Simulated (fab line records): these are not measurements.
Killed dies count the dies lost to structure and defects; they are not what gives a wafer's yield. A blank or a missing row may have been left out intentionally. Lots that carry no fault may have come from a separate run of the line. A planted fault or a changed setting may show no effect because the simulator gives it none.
fab line records	flow nand-harc
record: lots: 24	wafers: 72	last-day: 24
route steps=1159 shown A_CONTACT@945 A_M0@1023 A_M1@1044 A_BONDPAD@1078
lots with no fault: from the same line, run without faults
start-h: start of the lot's first displayed wafer, in hours after the record's first day	wait-h: hours since the lot's step before	" same as the row above	L1.1+2: one row covering several wafers at once	- value missing, or start not given	* or withheld: withheld	< > ~ a bound
route shown NAME@n: names a module that has steps shown in the file, with the first one's number in the route	usual: average and standard deviation across the fault-free wafers	same: alike in all rows	chamber/n: place in a boat	sites: readings site by site	_std_site: the standard deviation of these	_edge_site: outer sites' mean less inner sites'	radius-mm: how far each site lies from the wafer's centre	mask NAME#n: copy n	behind: the last tool/chamber to shape the wafer	hold: why the lot was held/for how many hours/how that ended	device: transistor that didn't switch, given as n, p or np	end of line: the tests these same wafers got at the end of their route	for a step that has no rows: nothing shown but its recipe	killed: count of dies lost to structure and defects at first sort (not the wafer's yield)	map: a wafer's dies, marking killed ones x, the rest . and places with no die _
set.NAME: the setting that was run; set.NAME@STEP: the one run at that earlier step	model.NAME: the simulator's own value behind a step, which no gauge read
one table for each step of the route and one row for each wafer, over a sample of lots
services: when a tool's chamber went out of use (start-h, in hours from the record's first day, below 0 if earlier), for how many hours, and the reason
== steps ==
step: NHARC_A_CONTACT_ETCH_136
recipe: source-w: withheld	pressure-mtorr: 20	bias-v: 3000	time-s: 132	target-depth-a: 12870	ar-flow-sccm: withheld	c4f8-flow-sccm: withheld	o2-flow-sccm: withheld	chemistry: C4F8/O2/Ar
lot.wafer	tool	chamber	start-h	wait-h	rf-hours-counter-h
L074.2	har-cap-etch-03	0	379.02	0.1	80
L074.1	"	1	"	"	80
L074.3	"	1	"	"	-
L075.2	har-cap-etch-03	1	384.55	0.1	81
L075.1	"	0	"	"	81
L075.4	"	1	"	"	-
L077.4	har-cap-etch-03	1	394.57	0.1	-
L077.3	"	0	"	"	-
L077.6	"	1	"	"	-
L076.1	har-cap-etch-01	1	398.20	0.1	60
L076.3	"	0	"	"	-
L076.6	"	1	"	"	-
L079.2	har-cap-etch-03	1	410.41	0.1	85
L079.4	"	1	"	"	-
L079.6	"	1	"	"	-
L078.2	har-cap-etch-02	1	417.18	0.1	17
L078.3	"	1	"	"	-
L078.6	"	1	"	"	-
L080.1	har-cap-etch-03	0	428.53	0.1	87
L080.4	"	1	"	"	-
L080.6	"	1	"	"	-
L081.1	har-cap-etch-02	0	434.63	0.1	19
L081.4	"	1	"	"	-
L081.5	"	1	"	"	-
L084.1	har-cap-etch-02	1	443.21	0.1	21
L084.3	"	1	"	"	-
L084.6	"	1	"	"	-
L083.1	har-cap-etch-01	0	450.05	0.1	69
L083.3	"	0	"	"	-
L083.6	"	1	"	"	-
L082.1	har-cap-etch-03	1	452.59	0.1	92
L082.4	"	1	"	"	-
L082.5	"	0	"	"	-
L086.1	har-cap-etch-03	1	458.52	0.1	94
L086.2	"	0	"	"	94
L086.3	"	1	"	"	-
L085.1	har-cap-etch-03	1	462.31	0.1	95
L085.3	"	1	"	"	-
L085.4	"	0	"	"	-
L088.1	har-cap-etch-02	0	462.66	0.1	27
L088.2	"	1	"	"	27
L088.5	"	0	"	"	-
L087.4	har-cap-etch-02	0	469.58	0.1	-
L087.6	"	0	"	"	-
L087.5	"	1	"	"	-
L089.2	har-cap-etch-03	0	471.12	0.1	98
L089.3	"	0	"	"	-
L089.6	"	1	"	"	-
L092.1	har-cap-etch-01	0	472.91	0.1	76
L092.2	"	1	"	"	76
L092.3	"	1	"	"	-
L090.2	har-cap-etch-01	1	475.70	0.1	77
L090.1	"	0	"	"	77
L090.5	"	0	"	"	-
L091.2	har-cap-etch-01	1	481.64	0.1	77
L091.4	"	1	"	"	-
L091.6	"	0	"	"	-
L093.2	har-cap-etch-01	0	491.09	0.1	78
L093.5	"	0	"	"	-
L093.6	"	1	"	"	-
L094.4	har-cap-etch-02	1	492.34	0.1	-
L094.6	"	1	"	"	-
L094.5	"	0	"	"	-
L096.4	har-cap-etch-03	1	507.30	0.1	-
L096.6	"	0	"	"	-
L096.5	"	1	"	"	-
L097.1	har-cap-etch-01	0	509.40	0.1	81
L097.4	"	1	"	"	-
L097.6	"	0	"	"	-
L095.2	har-cap-etch-02	1	514.56	0.1	36
L095.1	"	0	"	"	36
L095.5	"	0	"	"	-
step: NHARC_A_CONTACT_ETCH_98
recipe: target-depth-a: 200	over-etch-frac: 0.5	time-s: 10	ion-energy-ev: 250	c4f6-flow-sccm: 25	o2-flow-sccm: 20	ar-flow-sccm: 500	rf-w: 600	bias-w: 500	chemistry: C4F6/O2
usual: drypump-motor-current-A: 5.7/0.46	oes-product-au: 0.955/0.02	rf-vpp-V: 546/4.5	showerhead-plenum-p-Torr: 3.88/0.22	throttle-valve-pct: 26.902/0.0099
lot.wafer	tool	chamber	start-h	wait-h	drypump-motor-current-A	oes-product-au	rf-hours-counter-h	rf-vpp-V	showerhead-plenum-p-Torr	throttle-valve-pct
L074.1	rie-diel-10	0	-	-	5.7	0.959	5	545	3.87	26.896
L074.3	"	1	"	"	5.3	0.972	5	541	3.66	26.902
L074.2	"	2	"	"	6.0	0.931	5	553	4.13	26.901
L075.4	rie-diel-11	0	-	-	6.8	0.987	4	552	4.19	26.899
L075.2	"	1	"	"	5.5	1.000	4	543	3.68	26.907
L075.1	"	2	"	"	6.1	1.005	4	543	3.67	26.902
L077.4	rie-diel-10	0	-	-	5.7	0.943	8	546	3.87	26.907
L077.3	"	2	"	"	6.0	0.948	8	552	4.13	26.897
L077.6	"	1	"	"	5.3	0.967	-	542	3.65	26.907
L076.3	rie-diel-10	2	-	-	6.1	0.947	10	549	4.12	26.907
L076.1	"	3	"	"	5.2	0.973	10	544	3.83	26.912
L076.6	"	2	"	"	6.1	0.946	-	550	4.12	26.897
L079.2	rie-diel-03	0	-	-	5.7	0.955	5	551	4.14	26.906
L079.4	"	1	"	"	5.2	0.970	5	546	3.80	26.894
L079.6	"	3	"	"	5.6	0.950	-	552	4.22	26.898
L078.3	rie-diel-03	2	-	-	5.5	0.964	6	550	4.15	26.911
L078.2	"	0	"	"	5.7	0.963	7	551	4.14	26.901
L078.6	"	2	"	"	5.5	0.968	-	552	4.15	26.889
L080.1	rie-diel-11	3	-	-	5.4	0.955	20	542	3.70	26.884
L080.4	"	0	"	"	6.8	0.950	18	553	4.18	26.910
L080.6	"	3	"	"	5.3	0.968	-	541	3.70	26.908
L081.4	rie-diel-03	0	-	-	5.7	0.976	16	551	4.14	26.924
L081.1	"	1	"	"	5.2	0.994	14	544	3.80	26.898
L081.5	"	2	"	"	5.5	0.966	-	552	4.15	26.900
L084.3	rie-diel-10	2	-	-	6.1	0.950	18	552	4.12	26.902
L084.1	"	1	"	"	5.3	0.984	18	541	3.65	26.906
L084.6	"	3	"	"	5.2	0.944	-	545	3.83	26.897
L083.1	rie-diel-03	0	-	-	5.7	0.950	21	552	4.13	26.920
L083.3	"	1	"	"	5.2	0.961	19	546	3.80	26.900
L083.6	"	3	"	"	5.6	0.962	-	552	4.22	26.876
L082.1	rie-diel-10	2	-	-	6.0	0.924	20	551	4.12	26.899
L082.4	"	3	"	"	5.3	0.959	20	544	3.83	26.920
L082.5	"	1	"	"	5.3	0.978	-	540	3.65	26.900
L086.3	rie-diel-10	2	-	-	6.1	0.929	22	552	4.12	26.890
L086.1	"	0	"	"	5.8	0.944	23	545	3.86	26.900
L086.2	"	1	"	"	5.3	0.952	22	541	3.65	26.920
L085.1	rie-diel-10	1	-	-	5.3	0.975	23	541	3.65	26.905
L085.4	"	2	"	"	6.0	0.923	23	551	4.12	26.896
L085.3	"	3	"	"	5.2	0.948	24	546	3.82	26.908
L088.1	rie-diel-03	1	-	-	5.2	0.955	24	544	3.79	26.908
L088.2	"	0	"	"	5.7	0.950	26	551	4.13	26.904
L088.5	"	2	"	"	5.5	0.953	-	551	4.14	26.893
L087.4	rie-diel-11	2	-	-	6.1	0.943	37	541	3.65	26.885
L087.5	"	2	"	"	6.1	0.947	-	540	3.65	26.916
L087.6	"	3	"	"	5.3	0.926	-	541	3.69	26.916
L089.2	rie-diel-11	2	-	-	6.1	0.947	37	540	3.65	26.904
L089.3	"	0	"	"	6.9	0.934	29	553	4.17	26.907
L089.6	"	2	"	"	6.1	0.944	-	542	3.65	26.902
L092.3	rie-diel-10	3	-	-	5.2	0.965	27	544	3.82	26.909
L092.1	"	1	"	"	5.3	0.999	26	541	3.64	26.876
L092.2	"	2	"	"	6.1	0.934	25	550	4.12	26.903
L090.2	rie-diel-11	2	-	-	6.1	0.954	38	540	3.65	26.900
L090.1	"	0	"	"	6.9	0.916	30	552	4.17	26.898
L090.5	"	3	"	"	5.3	0.919	-	542	3.69	26.909
L091.2	rie-diel-10	0	-	-	5.7	0.978	29	545	3.85	26.896
L091.4	"	3	"	"	5.2	0.972	29	544	3.82	26.892
L091.6	"	0	"	"	5.7	0.965	-	545	3.85	26.885
L093.2	rie-diel-11	2	-	-	6.1	0.981	42	541	3.65	26.911
L093.6	"	0	"	"	6.8	0.958	-	553	4.17	26.907
L093.5	"	1	"	"	5.5	0.961	-	543	3.66	26.923
L094.4	rie-diel-11	0	-	-	6.9	0.928	35	552	4.17	26.914
L094.5	"	1	"	"	5.5	0.912	-	543	3.66	26.883
L094.6	"	2	"	"	6.1	0.953	-	541	3.65	26.909
L096.4	rie-diel-11	1	-	-	5.5	0.938	49	541	3.65	26.902
L096.5	"	2	"	"	6.1	0.955	-	540	3.65	26.906
L096.6	"	3	"	"	5.3	0.929	-	542	3.68	26.898
L097.1	rie-diel-11	3	-	-	5.3	0.940	49	543	3.69	26.896
L097.4	"	2	"	"	6.1	0.949	49	540	3.65	26.903
L097.6	"	3	"	"	5.3	0.947	-	542	3.68	26.889
L095.1	rie-diel-10	2	-	-	6.0	0.924	33	551	4.11	26.893
L095.2	"	1	"	"	5.3	0.965	33	540	3.64	26.879
L095.5	"	2	"	"	6.0	0.908	-	550	4.11	26.891
step: NHARC_A_M0_INSPECT_27
usual: raw-defect-count: 475/120
lot.wafer	tool	chamber	start-h	wait-h	raw-defect-count
L074.1	defect-inspect-02	-	395.55	0.0	583
L074.2	"	-	"	"	459
L074.3	"	-	"	"	530
L075.1	defect-inspect-01	-	404.01	0.0	542
L075.2	"	-	"	"	539
L075.4	"	-	"	"	668
L077.3	defect-inspect-02	-	409.37	0.0	410
L077.4	"	-	"	"	322
L077.6	"	-	"	"	359
L076.1	defect-inspect-02	-	410.04	0.0	569
L076.3	"	-	"	"	509
L076.6	"	-	"	"	302
L079.2	defect-inspect-01	-	431.58	0.0	360
L079.4	"	-	"	"	358
L079.6	"	-	"	"	585
L078.2	defect-inspect-02	-	434.84	0.0	583
L078.3	"	-	"	"	313
L078.6	"	-	"	"	384
L080.1	defect-inspect-01	-	443.70	0.0	461
L080.4	"	-	"	"	498
L080.6	"	-	"	"	307
L081.1	defect-inspect-01	-	452.76	0.0	475
L081.4	"	-	"	"	511
L081.5	"	-	"	"	416
L084.1	defect-inspect-02	-	458.36	0.0	410
L084.3	"	-	"	"	386
L084.6	"	-	"	"	368
L083.1	defect-inspect-02	-	462.82	0.0	851
L083.3	"	-	"	"	755
L083.6	"	-	"	"	808
L082.1	defect-inspect-01	-	463.50	0.0	498
L082.4	"	-	"	"	656
L082.5	"	-	"	"	619
L086.1	defect-inspect-02	-	476.59	0.0	346
L086.2	"	-	"	"	346
L086.3	"	-	"	"	346
L085.1	defect-inspect-01	-	477.34	0.0	447
L085.3	"	-	"	"	436
L085.4	"	-	"	"	565
L088.1	defect-inspect-01	-	477.68	0.0	338
L088.2	"	-	"	"	401
L088.5	"	-	"	"	569
L087.4	defect-inspect-01	-	480.27	0.0	756
L087.5	"	-	"	"	524
L087.6	"	-	"	"	329
L089.2	defect-inspect-01	-	481.77	0.0	282
L089.3	"	-	"	"	295
L089.6	"	-	"	"	403
L092.1	defect-inspect-02	-	483.57	0.0	357
L092.2	"	-	"	"	384
L092.3	"	-	"	"	536
L090.1	defect-inspect-01	-	495.45	0.0	507
L090.2	"	-	"	"	578
L090.5	"	-	"	"	566
L091.2	defect-inspect-01	-	505.26	0.0	554
L091.4	"	-	"	"	431
L091.6	"	-	"	"	680
L093.2	defect-inspect-01	-	505.43	0.0	397
L093.5	"	-	"	"	498
L093.6	"	-	"	"	438
L094.4	defect-inspect-02	-	506.25	0.0	623
L094.5	"	-	"	"	598
L094.6	"	-	"	"	630
L096.4	defect-inspect-02	-	525.15	0.0	568
L096.5	"	-	"	"	672
L096.6	"	-	"	"	540
L097.1	defect-inspect-01	-	530.95	0.0	538
L097.4	"	-	"	"	318
L097.6	"	-	"	"	411
L095.1	defect-inspect-02	-	538.29	0.0	370
L095.2	"	-	"	"	460
L095.5	"	-	"	"	389
step: NHARC_A_M1_ETCH_28
recipe: target-depth-a: 300	over-etch-frac: 0.3	time-s: 72.99	ion-energy-ev: 150	cf4-flow-sccm: 50	n2-flow-sccm: 100	ar-flow-sccm: 150	rf-w: 300	bias-w: 100	chemistry: CF4/N2
usual: drypump-motor-current-A: 5.6/0.44	oes-product-au: 1.000/0.011	rf-vpp-V: 314.8/1.7	showerhead-plenum-p-Torr: 2.66/0.09	throttle-valve-pct: 19.795/0.009
lot.wafer	tool	chamber	start-h	wait-h	drypump-motor-current-A	oes-product-au	rf-hours-counter-h	rf-vpp-V	showerhead-plenum-p-Torr	throttle-valve-pct
L074.1	rie-diel-04	1	-	-	6.0	1.012	2	314.2	2.55	19.791
L074.2	"	2	"	"	5.3	0.996	2	316.0	2.82	19.816
L074.3	"	0	"	"	5.8	0.994	2	315.3	2.69	19.795
L075.4	rie-diel-13	0	-	-	5.3	0.995	11	316.4	2.69	19.777
L075.2	"	1	"	"	4.8	0.999	10	316.8	2.64	19.804
L075.1	"	2	"	"	5.5	0.990	10	314.2	2.70	19.798
L077.4	rie-diel-13	1	-	-	4.8	1.000	10	314.3	2.64	19.792
L077.3	"	2	"	"	5.4	0.981	10	316.1	2.70	19.785
L077.6	"	2	"	"	5.4	0.984	-	316.7	2.70	19.785
L076.1	rie-diel-13	2	-	-	5.5	0.984	11	315.1	2.70	19.788
L076.3	"	0	"	"	5.3	1.004	11	315.6	2.69	19.796
L076.6	"	3	"	"	5.9	1.004	-	311.5	2.49	19.782
L079.4	rie-diel-04	2	-	-	5.3	1.013	3	317.5	2.82	19.794
L079.2	"	3	"	"	5.3	0.977	3	314.9	2.69	19.784
L079.6	"	1	"	"	6.0	1.007	-	312.7	2.54	19.782
L078.3	rie-diel-08	3	-	-	6.3	0.996	7	315.1	2.66	19.786
L078.2	"	1	"	"	5.2	1.004	7	315.6	2.71	19.804
L078.6	"	2	"	"	5.8	1.012	-	313.4	2.60	19.789
L080.1	rie-diel-08	2	-	-	5.8	1.026	7	314.4	2.60	19.802
L080.4	"	3	"	"	6.3	1.004	7	316.6	2.66	19.800
L080.6	"	1	"	"	5.2	1.035	-	314.6	2.70	19.797
L081.4	rie-diel-04	3	-	-	5.4	0.989	4	316.1	2.69	19.798
L081.1	"	0	"	"	5.8	0.995	4	315.2	2.69	19.811
L081.5	"	2	"	"	5.2	1.012	-	318.2	2.82	19.789
L084.1	rie-diel-04	1	-	-	6.0	1.008	4	312.6	2.54	19.798
L084.3	"	3	"	"	5.3	0.986	4	315.0	2.69	19.793
L084.6	"	2	"	"	5.2	1.014	-	318.8	2.82	19.803
L083.3	rie-diel-04	1	-	-	6.0	0.999	4	313.6	2.54	19.795
L083.1	"	2	"	"	5.3	1.015	4	316.5	2.82	19.786
L083.6	"	0	"	"	5.8	1.001	-	314.1	2.69	19.799
L082.4	rie-diel-08	2	-	-	5.8	1.014	9	313.5	2.60	19.804
L082.1	"	1	"	"	5.2	1.025	9	314.5	2.70	19.804
L082.5	"	3	"	"	6.3	0.985	-	316.1	2.66	19.780
L086.2	rie-diel-04	2	-	-	5.3	1.000	0	316.2	2.82	19.800
L086.1	"	3	"	"	5.3	1.007	0	314.6	2.69	19.782
L086.3	"	0	"	"	5.8	0.997	0	315.1	2.69	19.802
L085.4	rie-diel-13	2	-	-	5.5	0.988	1	316.1	2.70	19.801
L085.3	"	0	"	"	5.3	0.993	1	315.7	2.69	19.788
L085.1	"	1	"	"	4.8	1.007	2	313.8	2.64	19.793
L088.1	rie-diel-04	3	-	-	5.3	1.016	0	315.1	2.69	19.800
L088.2	"	0	"	"	5.8	1.002	0	315.0	2.69	19.798
L088.5	"	0	"	"	5.8	1.015	-	314.6	2.69	19.789
L087.4	rie-diel-13	1	-	-	4.8	1.024	2	313.3	2.64	19.789
L087.5	"	1	"	"	4.8	1.009	-	315.9	2.64	19.791
L087.6	"	2	"	"	5.5	0.989	-	316.3	2.70	19.804
L089.2	rie-diel-13	1	-	-	4.8	1.007	2	313.1	2.64	19.791
L089.3	"	3	"	"	5.9	1.000	1	312.3	2.49	19.813
L089.6	"	1	"	"	4.8	1.007	-	315.2	2.64	19.803
L092.2	rie-diel-04	0	-	-	5.8	1.002	1	316.3	2.69	19.786
L092.1	"	1	"	"	6.0	0.995	1	313.3	2.54	19.806
L092.3	"	2	"	"	5.2	0.998	1	316.6	2.82	19.801
L090.1	rie-diel-08	0	-	-	6.4	0.987	1	316.3	2.76	19.783
L090.2	"	1	"	"	5.2	0.995	1	315.4	2.70	19.783
L090.5	"	3	"	"	6.3	1.005	-	315.0	2.66	19.797
L091.2	rie-diel-04	1	-	-	6.1	0.998	1	312.7	2.54	19.796
L091.4	"	2	"	"	5.3	1.000	1	317.0	2.82	19.785
L091.6	"	3	"	"	5.3	1.010	-	315.4	2.68	19.791
L093.2	rie-diel-13	2	-	-	5.4	0.989	4	315.3	2.70	19.805
L093.5	"	1	"	"	4.8	1.015	-	315.4	2.64	19.791
L093.6	"	3	"	"	5.9	0.998	-	312.5	2.49	19.807
L094.5	rie-diel-13	2	-	-	5.4	0.997	-	316.0	2.70	19.809
L094.6	"	3	"	"	5.9	0.998	-	312.8	2.49	19.795
L094.4	"	1	"	"	4.8	1.018	-	314.6	2.64	19.793
L096.4	rie-diel-08	1	-	-	5.2	0.990	2	314.5	2.70	19.791
L096.6	"	3	"	"	6.2	1.011	-	316.0	2.65	19.803
L096.5	"	0	"	"	6.4	0.996	-	315.7	2.76	19.803
L097.4	rie-diel-13	0	-	-	5.4	0.998	5	315.6	2.69	19.793
L097.1	"	3	"	"	5.9	1.004	6	312.0	2.49	19.791
L097.6	"	1	"	"	4.8	0.991	-	313.8	2.64	19.807
L095.1	rie-diel-04	0	-	-	5.8	0.993	2	316.2	2.69	19.798
L095.2	"	1	"	"	6.0	0.991	2	311.9	2.54	19.794
L095.5	"	0	"	"	5.8	0.989	-	314.9	2.69	19.794
step: NHARC_A_M1_INSPECT_27
usual: raw-defect-count: 432/98
lot.wafer	tool	chamber	start-h	wait-h	raw-defect-count
L074.1	defect-inspect-01	-	399.80	0.0	568
L074.2	"	-	"	"	302
L074.3	"	-	"	"	514
L075.1	defect-inspect-02	-	408.62	0.0	366
L075.2	"	-	"	"	504
L075.4	"	-	"	"	552
L077.3	defect-inspect-01	-	413.51	0.0	694
L077.4	"	-	"	"	355
L077.6	"	-	"	"	470
L076.1	defect-inspect-02	-	414.25	0.0	389
L076.3	"	-	"	"	340
L076.6	"	-	"	"	342
L079.2	defect-inspect-02	-	435.72	0.0	399
L079.4	"	-	"	"	382
L079.6	"	-	"	"	515
L078.2	defect-inspect-02	-	439.01	0.0	479
L078.3	"	-	"	"	389
L078.6	"	-	"	"	423
L080.1	defect-inspect-01	-	448.30	0.0	457
L080.4	"	-	"	"	347
L080.6	"	-	"	"	321
L081.1	defect-inspect-02	-	457.19	0.0	488
L081.4	"	-	"	"	450
L081.5	"	-	"	"	378
L084.1	defect-inspect-02	-	463.01	0.0	316
L084.3	"	-	"	"	355
L084.6	"	-	"	"	334
L083.1	defect-inspect-02	-	467.12	0.0	401
L083.3	"	-	"	"	408
L083.6	"	-	"	"	310
L082.1	defect-inspect-02	-	467.98	0.0	363
L082.4	"	-	"	"	532
L082.5	"	-	"	"	354
L086.1	defect-inspect-02	-	480.76	0.0	350
L086.2	"	-	"	"	409
L086.3	"	-	"	"	307
L085.1	defect-inspect-01	-	482.25	0.0	462
L085.3	"	-	"	"	565
L085.4	"	-	"	"	426
L088.1	defect-inspect-02	-	482.28	0.0	383
L088.2	"	-	"	"	380
L088.5	"	-	"	"	628
L087.4	defect-inspect-02	-	484.28	0.0	419
L087.5	"	-	"	"	496
L087.6	"	-	"	"	348
L089.2	defect-inspect-01	-	486.64	0.0	346
L089.3	"	-	"	"	322
L089.6	"	-	"	"	438
L092.1	defect-inspect-02	-	487.82	0.0	675
L092.2	"	-	"	"	363
L092.3	"	-	"	"	610
L090.1	defect-inspect-02	-	499.50	0.0	357
L090.2	"	-	"	"	367
L090.5	"	-	"	"	355
L091.2	defect-inspect-02	-	509.26	0.0	387
L091.4	"	-	"	"	328
L091.6	"	-	"	"	338
L093.2	defect-inspect-01	-	509.77	0.0	366
L093.5	"	-	"	"	372
L093.6	"	-	"	"	484
L094.4	defect-inspect-02	-	510.36	0.0	586
L094.5	"	-	"	"	494
L094.6	"	-	"	"	416
L096.4	defect-inspect-02	-	529.90	0.0	332
L096.5	"	-	"	"	347
L096.6	"	-	"	"	341
L097.1	defect-inspect-02	-	535.19	0.0	318
L097.4	"	-	"	"	277
L097.6	"	-	"	"	326
L095.1	defect-inspect-02	-	543.10	0.0	484
L095.2	"	-	"	"	377
L095.5	"	-	"	"	675
step: NHARC_A_BONDPAD_CD_MEAS_13
usual: cd-nm: 499.4/2.4
lot.wafer	tool	chamber	start-h	wait-h	cd-nm
L074.1	cd-sem-02	-	402.15	-	498.0
L074.2	"	-	"	"	499.6
L074.3	"	-	"	"	495.7
L075.1	cd-sem-01	-	411.19	-	501.3
L075.2	"	-	"	"	501.0
L075.4	"	-	"	"	500.9
L077.3	cd-sem-01	-	415.85	-	497.9
L077.4	"	-	"	"	493.7
L077.6	"	-	"	"	498.9
L076.1	cd-sem-02	-	416.70	-	503.3
L076.3	"	-	"	"	500.3
L076.6	"	-	"	"	504.2
L079.2	cd-sem-03	-	438.05	-	495.8
L079.4	"	-	"	"	500.2
L079.6	"	-	"	"	499.0
L078.2	cd-sem-03	-	441.48	-	497.2
L078.3	"	-	"	"	500.2
L078.6	"	-	"	"	502.5
L080.1	cd-sem-01	-	450.62	-	502.2
L080.4	"	-	"	"	501.3
L080.6	"	-	"	"	496.2
L081.1	cd-sem-02	-	459.86	-	499.3
L081.4	"	-	"	"	496.5
L081.5	"	-	"	"	499.3
L084.1	cd-sem-02	-	465.40	-	496.7
L084.3	"	-	"	"	502.1
L084.6	"	-	"	"	502.5
L083.1	cd-sem-03	-	469.59	-	498.4
L083.3	"	-	"	"	498.1
L083.6	"	-	"	"	500.7
L082.1	cd-sem-02	-	470.48	-	502.2
L082.4	"	-	"	"	502.5
L082.5	"	-	"	"	502.7
L086.1	cd-sem-03	-	483.63	-	497.3
L086.2	"	-	"	"	495.3
L086.3	"	-	"	"	495.6
L085.1	cd-sem-03	-	484.85	-	500.1
L085.3	"	-	"	"	502.4
L085.4	"	-	"	"	500.0
L088.1	cd-sem-03	-	485.26	-	497.0
L088.2	"	-	"	"	496.7
L088.5	"	-	"	"	497.1
L087.4	cd-sem-01	-	486.69	-	497.7
L087.5	"	-	"	"	494.9
L087.6	"	-	"	"	500.8
L089.2	cd-sem-01	-	489.20	-	502.7
L089.3	"	-	"	"	503.3
L089.6	"	-	"	"	498.2
L092.1	cd-sem-02	-	490.29	-	499.4
L092.2	"	-	"	"	497.9
L092.3	"	-	"	"	499.4
L090.1	cd-sem-03	-	501.96	-	494.9
L090.2	"	-	"	"	497.2
L090.5	"	-	"	"	494.6
L091.2	cd-sem-02	-	511.76	-	497.4
L091.4	"	-	"	"	502.2
L091.6	"	-	"	"	502.0
L093.2	cd-sem-01	-	512.66	-	495.5
L093.5	"	-	"	"	497.0
L093.6	"	-	"	"	497.9
L094.4	cd-sem-01	-	512.93	-	497.5
L094.5	"	-	"	"	498.9
L094.6	"	-	"	"	500.8
L096.4	cd-sem-02	-	532.54	-	497.3
L096.5	"	-	"	"	497.4
L096.6	"	-	"	"	500.5
L097.1	cd-sem-03	-	537.67	-	499.8
L097.4	"	-	"	"	501.4
L097.6	"	-	"	"	503.2
L095.1	cd-sem-02	-	545.64	-	498.9
L095.2	"	-	"	"	497.9
L095.5	"	-	"	"	497.1
== services ==
tool	chamber	start-h	hours	kind
rie-diel-04	1	357.74	4.4	repair
rie-diel-11	-	368.22	9.0	pm
rie-diel-08	-	369.93	0.5	repair
rie-diel-04	-	384.51	0.5	repair
rie-diel-03	-	392.56	9.0	pm
rie-diel-08	-	394.38	0.9	repair
rie-diel-04	2	401.38	1.3	repair
rie-diel-13	3	413.10	4.2	repair
rie-diel-10	1	416.03	3.8	repair
har-cap-etch-03	-	416.76	1.5	repair
rie-diel-11	0	416.98	5.5	repair
rie-diel-11	0	439.12	16.0	repair
rie-diel-13	-	453.00	9.0	pm
rie-diel-04	-	465.90	9.0	pm
har-cap-etch-01	-	479.35	0.7	repair
rie-diel-13	0	495.29	7.4	repair
rie-diel-13	1	500.51	2.1	repair
rie-diel-13	0	503.56	5.7	repair
har-cap-etch-03	-	514.14	0.7	repair
rie-diel-13	2	517.29	10.1	repair
rie-diel-04	1	523.51	6.8	repair
rie-diel-04	3	527.12	14.6	repair
rie-diel-10	-	530.50	9.0	pm
rie-diel-04	2	534.78	4.1	repair
== key ==
fault none
